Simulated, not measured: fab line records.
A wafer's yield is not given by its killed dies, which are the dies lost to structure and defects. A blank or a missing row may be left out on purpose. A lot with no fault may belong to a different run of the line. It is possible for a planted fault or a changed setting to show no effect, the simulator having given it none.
Lot-split experiment + flow n5_finfet + 21 wafers read across 7 lots, on a route 1938 steps long

== THE SPLIT ITSELF ==
At N5_GATE_CUT_DESCUM_18 (chemistry O2, time 7 s), the setting time_s was moved away from the recipe's 7 s on 5 of the 21 wafers read, by -11.4% to +16.2%. All remaining wafers had this setting at the recipe value.

There is no step in the file separating the split from the reading.

== THE READING ==
CAR-EUV_of_GATE_CUT_COAT_07.thk_nm (the simulator's own value, which no gauge read), in nm, at N5_GATE_CUT_ETCH_36 (etches SiARC in CF4, target depth 13 nm, time 21.7 s). The file does not state a usual value for it. Average 7.0 nm, standard deviation 0.087 nm, over the 16 wafers here run with the recipe.

| wafer  | tool, chamber at the split | time_s as run, s | against the recipe | CAR-EUV_of_GATE_CUT_COAT_07.thk_nm, nm | against lot-mates on the recipe |
|--------|----------------------------|------------------|--------------------|----------------------------------------|---------------------------------|
| L083.2 | rie_diel-04, 1             | 7                | recipe             | 7                                      | -                               |
| L083.3 | rie_diel-04, 3             | 8.135            | +16.2%             | 6.4                                    | -0.6                            |
| L083.4 | rie_diel-04, 0             | 7                | recipe             | 7                                      | -                               |
| L086.2 | rie_diel-02, 1             | 7                | recipe             | 7                                      | -                               |
| L086.3 | rie_diel-02, 0             | 7                | recipe             | 7                                      | -                               |
| L086.6 | rie_diel-02, 1             | 7                | recipe             | 7                                      | -                               |
| L088.2 | rie_diel-02, 0,1           | 7                | recipe             | 7.2                                    | -                               |
| L088.3 | rie_diel-02, 2             | 7                | recipe             | 7                                      | -                               |
| L088.6 | rie_diel-02, 0,1           | 7                | recipe             | 7                                      | -                               |
| L090.4 | rie_diel-02, 3,0,1         | 7                | recipe             | 7                                      | -                               |
| L090.5 | rie_diel-02, 3,0,1         | 7                | recipe             | 7.2                                    | -                               |
| L090.6 | rie_diel-02, 3,0,1         | 7                | recipe             | 7.2                                    | -                               |
| L092.2 | rie_diel-05, 2             | 6.199            | -11.4%             | 7.4                                    | +0.3                            |
| L092.3 | rie_diel-05, 0,3           | 7                | recipe             | 7.2                                    | -                               |
| L092.5 | rie_diel-05, 0,3           | 7                | recipe             | 7                                      | -                               |
| L094.1 | rie_diel-04, 2             | 6.588            | -5.9%              | 7.2                                    | +0.2                            |
| L094.2 | rie_diel-04, 0,1           | 7                | recipe             | 7                                      | -                               |
| L094.3 | rie_diel-04, 0,1           | 7                | recipe             | 7                                      | -                               |
| L096.3 | rie_diel-02, 3             | 7                | recipe             | 7                                      | -                               |
| L096.4 | rie_diel-02, 1             | 6.452            | -7.8%              | 7.2                                    | +0.2                            |
| L096.5 | rie_diel-02, 0             | 6.452            | -7.8%              | 7.4                                    | +0.4                            |
The file does not say which wafer passed through which chamber wherever a row lists several chambers: such a row stands for several wafers.

THE FIT
A straight line over all 21 wafers: CAR-EUV_of_GATE_CUT_COAT_07.thk_nm changes by -0.0355 nm for each +1% of time_s; r = -0.90; the points scatter about the line by 0.089 nm.
The same after taking each lot's own level away (the mean of its wafers on the recipe; 21 wafers): -0.0347 nm for each +1%; r = -0.93; scatter 0.075 nm.
The reading moves by 0.56 nm for the largest change in time_s, on that fit.
Measured against the standard deviation above, the lots' own levels, which go from 7.00 to 7.13 nm, span 1.5 times it.
The two slopes agree, so the slope changes little with the lot-to-lot level.
Check: for one of the wafers moved furthest among these (+16.2%), held out of the fit, the line's prediction against its lot-mates is -0.518 nm. Against them it came out at -0.6 nm.

== FURTHER SPLITS ON THESE WAFERS ==
Note: prior to the reading, these wafers also went through further splits. Each is held against what the fit with the lots' levels taken away leaves over:
| other split on the same wafers | wafers away from the commonest value | r with CAR-EUV_of_GATE_CUT_COAT_07.thk_nm (lot level and that fit taken away) |
|--------------------------------|--------------------------------------|-------------------------------------------------------------------------------|
| N5_SD_EPI_N_PRECLEAN_49 time_s | 9                                    | +0.01                                                                         |
| N5_HKMG_FIN_PEB_10 peb_time_s  | 10                                   | +0.06                                                                         |

== THE WHOLE CHAIN: every reading that the file lists as answering this split, in the file's order ==
| step                  | what it does                                         | reading                                                                             | change (the file's fit)                | r (the file's) |
|-----------------------|------------------------------------------------------|-------------------------------------------------------------------------------------|----------------------------------------|----------------|
| N5_GATE_CUT_DESCUM_18 | chemistry O2, time 7 s                               | CAR-EUV_of_GATE_CUT_COAT_07.thk_nm (the simulator's own value, which no gauge read) | -0.0421 nm for each +1% of the setting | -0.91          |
| N5_GATE_CUT_ETCH_36   | etches SiARC in CF4, target depth 13 nm, time 21.7 s | CAR-EUV_of_GATE_CUT_COAT_07.thk_nm (the simulator's own value, which no gauge read) | -0.0341 nm for each +1% of the setting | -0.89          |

== FILE'S OWN FIT ==
CAR-EUV_of_GATE_CUT_COAT_07.thk_nm changes by -0.0341 nm for each +1% of time_s, r = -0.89.
